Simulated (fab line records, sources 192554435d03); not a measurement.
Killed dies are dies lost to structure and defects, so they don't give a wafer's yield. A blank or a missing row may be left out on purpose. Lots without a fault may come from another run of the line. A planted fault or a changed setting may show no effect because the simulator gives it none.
Which tool did it? | flow n5_finfet | 22 lots, 66 wafers sampled, at 2 steps of a route of 1938

WHAT THE GAUGES READ, wafer by wafer
N5_BEOL_M15_CD_MEAS_10: target cd 360 nm.
lot  | measured     | on        | cd_nm (nm)
L074 | day 11 08:28 | cd_sem-01 | 361.0 360.4 359.3
L075 | day 11 14:05 | cd_sem-01 | 357.9 358.1 359.3
L076 | day 11 19:25 | cd_sem-03 | 359.8 360.1 359.8
L077 | day 12 17:44 | cd_sem-01 | 359.7 361.2 361.2
L079 | day 12 22:49 | cd_sem-02 | 358.1 357.3 357.2
L080 | day 13 15:49 | cd_sem-01 | 358.7 358.2 357.9
L081 | day 13 16:27 | cd_sem-01 | 359.8 362.6 361.1
L084 | day 14 20:34 | cd_sem-02 | 360.4 359.7 358.4
L087 | day 14 23:13 | cd_sem-03 | 361.6 359.0 361.0
L083 | day 14 23:53 | cd_sem-01 | 363.2 360.8 362.1
L082 | day 15 04:53 | cd_sem-01 | 361.4 360.0 360.9
L086 | day 15 05:47 | cd_sem-03 | 360.8 359.4 359.6
L085 | day 15 11:34 | cd_sem-01 | 359.8 360.1 359.8
L088 | day 15 11:43 | cd_sem-01 | 361.3 361.1 360.6
L089 | day 16 00:37 | cd_sem-03 | 360.2 359.5 358.0
L091 | day 16 15:28 | cd_sem-01 | 359.2 360.7 361.1
L090 | day 16 16:25 | cd_sem-03 | 360.1 359.1 359.2
L093 | day 16 22:50 | cd_sem-02 | 358.3 358.6 357.9
L095 | day 16 23:11 | cd_sem-03 | 362.1 360.0 360.5
L094 | day 16 23:21 | cd_sem-01 | 360.4 361.0 359.7
L096 | day 17 03:23 | cd_sem-01 | 361.7 360.8 358.0
L097 | day 18 03:40 | cd_sem-02 | 359.6 360.6 359.6

WHICH TOOL RAN EACH LOT (tool, then ch and the chambers of the sampled wafers, then the start)
lot  | N5_BEOL_M15_ILD_DEP_00
L074 | pecvd-04 ch 1,2, day 11 07:47
L075 | pecvd-03 ch 1,2, day 11 13:32
L076 | pecvd-04 ch 0,1, day 11 18:38
L077 | pecvd-03 ch 0,1,2, day 12 17:03
L079 | pecvd-01 ch 0,1,2, day 12 22:08
L080 | pecvd-04 ch 0,1,2, day 13 15:08
L081 | pecvd-04 ch 0,1,2, day 13 15:54
L084 | pecvd-01 ch 0,1, day 14 20:01
L087 | pecvd-04 ch 0,2, day 14 22:40
L083 | pecvd-03 ch 0,1, day 14 23:20
L082 | pecvd-04 ch 0,2, day 15 04:19
L086 | pecvd-01 ch 0,1,2, day 15 05:12
L085 | pecvd-03 ch 1,2, day 15 10:53
L088 | pecvd-01 ch 0,2, day 15 11:10
L089 | pecvd-03 ch 0,1,2, day 15 23:56
L091 | pecvd-04 ch 1,2, day 16 14:39
L090 | pecvd-04 ch 1, day 16 15:45
L093 | pecvd-03 ch 0,2, day 16 22:17
L095 | pecvd-03 ch 0,1,2, day 16 22:30
L094 | pecvd-01 ch 0,1, day 16 22:36
L096 | pecvd-01 ch 0,2, day 17 02:44
L097 | pecvd-04 ch 0,2, day 18 02:59
- N5_BEOL_M15_ILD_DEP_00: deposits SiO2 from TEOS/O2, target thk 1629.3 nm, time 346.1 s.

WHAT THE TOOLS THEMSELVES READ (means of the sampled wafers that have a number; where no wafer has one, the mark that the record gives instead)
N5_BEOL_M15_ILD_DEP_00.
lot  | tool     | chamber_pressure_Torr (Torr) | heater_power_w (W) | rf_fwd_power_W (W) | showerhead_plenum_p_Torr (Torr) | throttle_valve_pct (%)
L074 | pecvd-04 | 6.488                        | 492                | 898.5              | 8.30                            | 17.3
L075 | pecvd-03 | 6.497                        | 611                | 899.5              | 8.33                            | 17.8
L076 | pecvd-04 | 6.489                        | 476                | 894.8              | 8.33                            | 17.9
L077 | pecvd-03 | 6.499                        | 561                | 895.0              | 8.34                            | 18.2
L079 | pecvd-01 | 6.493                        | 486                | 896.3              | 8.28                            | 18.1
L080 | pecvd-04 | 6.486                        | 603                | 897.4              | 8.33                            | 17.7
L081 | pecvd-04 | 6.502                        | 581                | 897.1              | 8.34                            | 17.7
L084 | pecvd-01 | 6.488                        | 510                | 899.7              | 8.26                            | 18.7
L087 | pecvd-04 | 6.494                        | 503                | 898.1              | 8.34                            | 17.5
L083 | pecvd-03 | 6.485                        | 504                | 898.8              | 8.34                            | 19.2
L082 | pecvd-04 | 6.500                        | 535                | 894.5              | 8.37                            | 18.0
L086 | pecvd-01 | 6.500                        | 455                | 894.4              | 8.29                            | 18.1
L085 | pecvd-03 | 6.502                        | 692                | 901.5              | 8.32                            | 17.8
L088 | pecvd-01 | 6.496                        | 519                | 898.0              | 8.27                            | 18.4
L089 | pecvd-03 | 6.489                        | 540                | 899.4              | 8.33                            | 18.4
L091 | pecvd-04 | 6.508                        | 526                | 897.4              | 8.30                            | 17.5
L090 | pecvd-04 | 6.500                        | 534                | 896.0              | 8.30                            | 17.9
L093 | pecvd-03 | 6.484                        | 520                | 895.0              | 8.35                            | 19.0
L095 | pecvd-03 | 6.508                        | 586                | 896.6              | 8.34                            | 18.4
L094 | pecvd-01 | 6.476                        | 487                | 900.7              | 8.28                            | 18.5
L096 | pecvd-01 | 6.506                        | 538                | 899.7              | 8.29                            | 18.0
L097 | pecvd-04 | 6.502                        | 513                | 899.1              | 8.35                            | 17.7

THE ANSWER, worked out from the rows above alone
Rule: what is usual is taken from the lots themselves. Put in order of their means at a reading, lots are off if they are a third of the lots or fewer, leave a main group of 4 or more, and stand apart from it by a gap of 3 or more times the standard deviation of the main group's means; of several such gaps the widest counts. A main group whose means are all the same, to the digits that the tables above print for the reading, isn't used. A lot without any number at a reading at which 4 lots or more have one is off too. The other lots that the step has rows for count as sound. The gauges are gone through in route order, then the tools' own readings, and for those a lot's mean is taken as printed above. The first step at which some lot is off is used, and at that step the reading that is off furthest; a lot without a number counts as furthest.
No lot is off at any reading shown: from this, nothing can be told.

WHAT THE SIMULATOR HAD PUT IN
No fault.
